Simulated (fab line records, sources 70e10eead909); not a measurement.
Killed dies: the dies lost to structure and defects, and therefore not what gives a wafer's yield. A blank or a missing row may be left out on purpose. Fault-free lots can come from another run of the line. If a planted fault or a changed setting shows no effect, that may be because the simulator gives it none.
The tool behind it: which one? / flow nand-harc / 63 wafers from 21 lots sampled at 2 of the route's 1302 steps

## WHAT THE GAUGES SHOWED, per wafer
NHARC_A_STAIRCASE_INSPECT_155.
lot=L074; measured=day 19 03:47; on=defect-inspect-02; raw-defect-count=271 460 274
lot=L076; measured=day 20 01:21; on=defect-inspect-02; raw-defect-count=347 479 433
lot=L078; measured=day 20 01:26; on=defect-inspect-01; raw-defect-count=368 466 401
lot=L077; measured=day 20 01:35; on=defect-inspect-02; raw-defect-count=441 601 370
lot=L079; measured=day 20 20:29; on=defect-inspect-01; raw-defect-count=468 324 390
lot=L080; measured=day 20 21:43; on=defect-inspect-01; raw-defect-count=342 443 441
lot=L082; measured=day 22 06:00; on=defect-inspect-02; raw-defect-count=427 582 605
lot=L081; measured=day 22 06:16; on=defect-inspect-02; raw-defect-count=524 482 669
lot=L084; measured=day 23 08:13; on=defect-inspect-01; raw-defect-count=307 397 477
lot=L083; measured=day 23 08:20; on=defect-inspect-02; raw-defect-count=388 444 423
lot=L086; measured=day 24 04:53; on=defect-inspect-01; raw-defect-count=614 479 784
lot=L085; measured=day 24 05:02; on=defect-inspect-01; raw-defect-count=266 224 323
lot=L088; measured=day 25 13:20; on=defect-inspect-01; raw-defect-count=539 477 413
lot=L089; measured=day 25 21:28; on=defect-inspect-02; raw-defect-count=357 405 460
lot=L090; measured=day 26 01:34; on=defect-inspect-02; raw-defect-count=627 461 509
lot=L091; measured=day 26 15:47; on=defect-inspect-01; raw-defect-count=803 544 496
lot=L093; measured=day 26 16:05; on=defect-inspect-01; raw-defect-count=496 567 474
lot=L094; measured=day 27 22:43; on=defect-inspect-02; raw-defect-count=391 606 541
lot=L095; measured=day 28 09:16; on=defect-inspect-02; raw-defect-count=233 356 437
lot=L097; measured=day 28 19:16; on=defect-inspect-01; raw-defect-count=494 543 639
lot=L096; measured=day 28 19:32; on=defect-inspect-01; raw-defect-count=626 361 371

## WHICH TOOL RAN EACH LOT (tool, then ch and the chambers of the sampled wafers, then the start)
lot=L074; NHARC_A_STAIRCASE_STRIP_475=rie-diel-09 ch 0,3, day 19 03:47 or earlier
lot=L076; NHARC_A_STAIRCASE_STRIP_475=rie-diel-06 ch 1,2,3, day 20 01:21 or earlier
lot=L078; NHARC_A_STAIRCASE_STRIP_475=rie-diel-13 ch 0,1, day 20 01:26 or earlier
lot=L077; NHARC_A_STAIRCASE_STRIP_475=rie-diel-06 ch 0,1,3, day 20 01:35 or earlier
lot=L079; NHARC_A_STAIRCASE_STRIP_475=rie-diel-06 ch 1,2,3, day 20 20:29 or earlier
lot=L080; NHARC_A_STAIRCASE_STRIP_475=rie-diel-06 ch 0,1,2, day 20 21:43 or earlier
lot=L082; NHARC_A_STAIRCASE_STRIP_475=rie-diel-06 ch 0,3, day 22 06:00 or earlier
lot=L081; NHARC_A_STAIRCASE_STRIP_475=rie-diel-09 ch 1,2, day 22 06:16 or earlier
lot=L084; NHARC_A_STAIRCASE_STRIP_475=rie-diel-09 ch 0,1, day 23 08:13 or earlier
lot=L083; NHARC_A_STAIRCASE_STRIP_475=rie-diel-06 ch 0,1, day 23 08:20 or earlier
lot=L086; NHARC_A_STAIRCASE_STRIP_475=rie-diel-06 ch 0,1,3, day 24 04:53 or earlier
lot=L085; NHARC_A_STAIRCASE_STRIP_475=rie-diel-09 ch 1,3, day 24 05:02 or earlier
lot=L088; NHARC_A_STAIRCASE_STRIP_475=rie-diel-09 ch 0,2, day 25 13:20 or earlier
lot=L089; NHARC_A_STAIRCASE_STRIP_475=rie-diel-09 ch 0,1,2, day 25 21:28 or earlier
lot=L090; NHARC_A_STAIRCASE_STRIP_475=rie-diel-13 ch 1,2, day 26 01:34 or earlier
lot=L091; NHARC_A_STAIRCASE_STRIP_475=rie-diel-13 ch 0,3, day 26 15:47 or earlier
lot=L093; NHARC_A_STAIRCASE_STRIP_475=rie-diel-09 ch 0,3, day 26 15:22
lot=L094; NHARC_A_STAIRCASE_STRIP_475=rie-diel-06 ch 0,2,3, day 27 22:43 or earlier
lot=L095; NHARC_A_STAIRCASE_STRIP_475=rie-diel-06 ch 2,3, day 28 09:16 or earlier
lot=L097; NHARC_A_STAIRCASE_STRIP_475=rie-diel-09 ch 1,3, day 28 19:16 or earlier
lot=L096; NHARC_A_STAIRCASE_STRIP_475=rie-diel-13 ch 0,2, day 28 19:32 or earlier
- NHARC_A_STAIRCASE_STRIP_475: strips in O2, time 20 s.

## AS READ BY THE TOOLS THEMSELVES (means over the sampled wafers that have a number; for cases with no such wafer, the mark the record gives instead)
NHARC_A_STAIRCASE_STRIP_475.
lot=L074; tool=rie-diel-09; drypump-motor-current-A (A)=5.3; oes-product-au (a.u.)=1.015; rf-vpp-V (V)=57.8; showerhead-plenum-p-Torr (Torr)=3.44; throttle-valve-pct (%)=17.038
lot=L076; tool=rie-diel-06; drypump-motor-current-A (A)=5.8; oes-product-au (a.u.)=0.994; rf-vpp-V (V)=57.6; showerhead-plenum-p-Torr (Torr)=3.60; throttle-valve-pct (%)=17.036
lot=L078; tool=rie-diel-13; drypump-motor-current-A (A)=5.2; oes-product-au (a.u.)=0.987; rf-vpp-V (V)=58.4; showerhead-plenum-p-Torr (Torr)=3.62; throttle-valve-pct (%)=17.037
lot=L077; tool=rie-diel-06; drypump-motor-current-A (A)=6.1; oes-product-au (a.u.)=1.003; rf-vpp-V (V)=57.2; showerhead-plenum-p-Torr (Torr)=3.53; throttle-valve-pct (%)=17.038
lot=L079; tool=rie-diel-06; drypump-motor-current-A (A)=5.9; oes-product-au (a.u.)=0.993; rf-vpp-V (V)=58.9; showerhead-plenum-p-Torr (Torr)=3.60; throttle-valve-pct (%)=17.029
lot=L080; tool=rie-diel-06; drypump-motor-current-A (A)=5.7; oes-product-au (a.u.)=1.002; rf-vpp-V (V)=58.5; showerhead-plenum-p-Torr (Torr)=3.62; throttle-valve-pct (%)=17.035
lot=L082; tool=rie-diel-06; drypump-motor-current-A (A)=6.2; oes-product-au (a.u.)=1.000; rf-vpp-V (V)=58.5; showerhead-plenum-p-Torr (Torr)=3.48; throttle-valve-pct (%)=17.026
lot=L081; tool=rie-diel-09; drypump-motor-current-A (A)=6.1; oes-product-au (a.u.)=1.007; rf-vpp-V (V)=56.9; showerhead-plenum-p-Torr (Torr)=3.58; throttle-valve-pct (%)=17.036
lot=L084; tool=rie-diel-09; drypump-motor-current-A (A)=5.5; oes-product-au (a.u.)=1.015; rf-vpp-V (V)=58.0; showerhead-plenum-p-Torr (Torr)=3.68; throttle-valve-pct (%)=17.042
lot=L083; tool=rie-diel-06; drypump-motor-current-A (A)=5.9; oes-product-au (a.u.)=1.013; rf-vpp-V (V)=58.4; showerhead-plenum-p-Torr (Torr)=3.56; throttle-valve-pct (%)=17.051
lot=L086; tool=rie-diel-06; drypump-motor-current-A (A)=6.0; oes-product-au (a.u.)=1.003; rf-vpp-V (V)=58.7; showerhead-plenum-p-Torr (Torr)=3.51; throttle-valve-pct (%)=17.042
lot=L085; tool=rie-diel-09; drypump-motor-current-A (A)=5.9; oes-product-au (a.u.)=1.024; rf-vpp-V (V)=57.8; showerhead-plenum-p-Torr (Torr)=3.78; throttle-valve-pct (%)=17.031
lot=L088; tool=rie-diel-09; drypump-motor-current-A (A)=5.8; oes-product-au (a.u.)=1.006; rf-vpp-V (V)=56.9; showerhead-plenum-p-Torr (Torr)=3.48; throttle-valve-pct (%)=17.036
lot=L089; tool=rie-diel-09; drypump-motor-current-A (A)=5.6; oes-product-au (a.u.)=0.999; rf-vpp-V (V)=57.7; showerhead-plenum-p-Torr (Torr)=3.57; throttle-valve-pct (%)=17.034
lot=L090; tool=rie-diel-13; drypump-motor-current-A (A)=5.2; oes-product-au (a.u.)=0.998; rf-vpp-V (V)=58.8; showerhead-plenum-p-Torr (Torr)=3.57; throttle-valve-pct (%)=17.032
lot=L091; tool=rie-diel-13; drypump-motor-current-A (A)=6.0; oes-product-au (a.u.)=0.997; rf-vpp-V (V)=57.5; showerhead-plenum-p-Torr (Torr)=3.45; throttle-valve-pct (%)=17.031
lot=L093; tool=rie-diel-09; drypump-motor-current-A (A)=5.6; oes-product-au (a.u.)=1.008; rf-vpp-V (V)=58.9; showerhead-plenum-p-Torr (Torr)=3.69; throttle-valve-pct (%)=17.039
lot=L094; tool=rie-diel-06; drypump-motor-current-A (A)=5.8; oes-product-au (a.u.)=0.995; rf-vpp-V (V)=57.7; showerhead-plenum-p-Torr (Torr)=3.55; throttle-valve-pct (%)=17.031
lot=L095; tool=rie-diel-06; drypump-motor-current-A (A)=5.6; oes-product-au (a.u.)=0.998; rf-vpp-V (V)=58.6; showerhead-plenum-p-Torr (Torr)=3.62; throttle-valve-pct (%)=17.027
lot=L097; tool=rie-diel-09; drypump-motor-current-A (A)=5.9; oes-product-au (a.u.)=1.019; rf-vpp-V (V)=58.0; showerhead-plenum-p-Torr (Torr)=3.77; throttle-valve-pct (%)=17.040
lot=L096; tool=rie-diel-13; drypump-motor-current-A (A)=5.1; oes-product-au (a.u.)=0.993; rf-vpp-V (V)=58.7; showerhead-plenum-p-Torr (Torr)=3.63; throttle-valve-pct (%)=17.028

## THE ANSWER, worked out from the rows above alone
Rule: what is usual is taken from the lots themselves. The widest of any qualifying gaps counts: lots, ordered by their means at a reading, are off when they make up no more than a third of the lots, leave a main group of 4 or more, and stand apart from it by 3 or more times the standard deviation of that group's means. If all means in a main group match to the digits the tables above print for the reading, that group is not used. Also off: a lot with no number at a reading for which 4 or more lots have one. All remaining lots with rows at the step are treated as sound. Order of review: gauges by route order, followed by the tools' own readings, for which a lot's mean as printed above is used. At the first step where some lot is off, the reading lying furthest off is the one used; lots without a number count as furthest.
No lot is off at any reading shown: from this, nothing can be told.

## WHAT THE SIMULATOR HAD PUT IN
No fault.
